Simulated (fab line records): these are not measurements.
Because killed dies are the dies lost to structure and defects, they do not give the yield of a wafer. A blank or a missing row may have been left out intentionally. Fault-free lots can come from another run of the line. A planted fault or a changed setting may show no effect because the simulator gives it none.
The same fault as seen by 2 desks / flow n5_finfet / every desk sees just its own numbers, and what lay behind them comes last

== AT THE METROLOGY DESK ==
Means of the sampled wafers that have a number, per lot and without regard to the tool the lot ran on: this is what the gauges read. Marked OUT: a lot whose mean sits more than 4 standard deviations from the usual mean, which makes it out of limits; the brackets give that distance. Shown here are 7 of its 11 readings, the ones lying furthest out on some lot.
Columns: A = DIBL_N at N5_BEOL_M4_RC_MEAS_101, usual 35.9 mV/V; B = IOFF_N at N5_BEOL_M4_RC_MEAS_101, usual 0.160 nA/um; C = IOFF_P at N5_BEOL_M4_RC_MEAS_101, usual 0.21 nA/um; D = ION_N at N5_BEOL_M4_RC_MEAS_101, usual 672 uA/um; E = ION_P at N5_BEOL_M4_RC_MEAS_101, usual 461 uA/um; F = VT_N at N5_BEOL_M4_RC_MEAS_101, usual 249.3 mV; G = VT_P at N5_BEOL_M4_RC_MEAS_101, usual -250 mV
lot=L346; first seen here=day 6 07:58; A=35.8; B=0.154; C=0.21; D=663; E=461; F=250.6; G=-249
lot=L348; first seen here=day 7 02:12; A=36.8; B=0.171; C=0.22; D=669; E=460; F=248.9; G=-249
lot=L355; first seen here=day 8 11:04; A=34.4; B=0.132; C=0.19; D=662; E=460; F=254.1; G=-252
lot=L356; first seen here=day 8 19:16; A=33.5; B=0.112; C=0.15; D=651; E=445; F=255.9; G=-257
lot=L357; first seen here=day 8 20:58; A=37.7; B=0.185; C=0.23; D=692; E=470; F=247.2; G=-250
lot=L361; first seen here=day 10 01:38; A=36.2; B=0.165; C=0.19; D=667; E=452; F=250.6; G=-252
lot=L366; first seen here=day 11 05:54; A=37.0; B=0.165; C=0.22; D=672; E=461; F=248.5; G=-250
Result from this desk: across the 7 lots, nothing is out of limits.

== FOR THE TOOL OWNER'S DESK: rie_diel-05 ==
The tool's own readings at N5_BEOL_M0_ETCH_109 (etches SiCN in CH3F/O2, target depth 8 nm, overetch 2.4 nm, time 27.4 s): means of the sampled wafers that have a number, for each lot that ran on this tool. Marked OUT: a lot whose mean sits more than 4 standard deviations from the usual mean, which makes it out of limits; the brackets give that distance.
Columns: A = CH3F_flow_sccm at N5_BEOL_M0_ETCH_109, usual 30.00 sccm; B = drypump_motor_current_A at N5_BEOL_M0_ETCH_109, usual 5.6 A; C = oes_product_au at N5_BEOL_M0_ETCH_109, usual 0.64 a.u.; D = rf_vpp_V at N5_BEOL_M0_ETCH_109, usual 297.0 V; E = showerhead_plenum_p_Torr at N5_BEOL_M0_ETCH_109, usual 1.98 Torr; F = throttle_valve_pct at N5_BEOL_M0_ETCH_109, usual 16.41 %
lot=L346; first seen here=day 6 08:09; A=30.02; B=5.3; C=0.63; D=294.2; E=1.86; F=16.49
lot=L355; first seen here=day 8 11:35; A=30.02; B=5.3; C=0.60; D=296.9; E=1.94; F=16.45
lot=L356; first seen here=day 8 19:25; A=30.16; B=5.1; C=0.62; D=297.0; E=1.99; F=16.42
lot=L357; first seen here=day 8 21:05; A=30.02; B=5.9; C=0.72; D=297.1; E=1.99; F=16.46
Result from this desk: across the 4 lots, nothing is out of limits.

== BROUGHT TOGETHER ==
The metrology desk saw nothing out of limits.
Nothing out of limits was seen by the tool owner's desk.

== WHAT WAS PUT IN BY THE SIMULATOR ==
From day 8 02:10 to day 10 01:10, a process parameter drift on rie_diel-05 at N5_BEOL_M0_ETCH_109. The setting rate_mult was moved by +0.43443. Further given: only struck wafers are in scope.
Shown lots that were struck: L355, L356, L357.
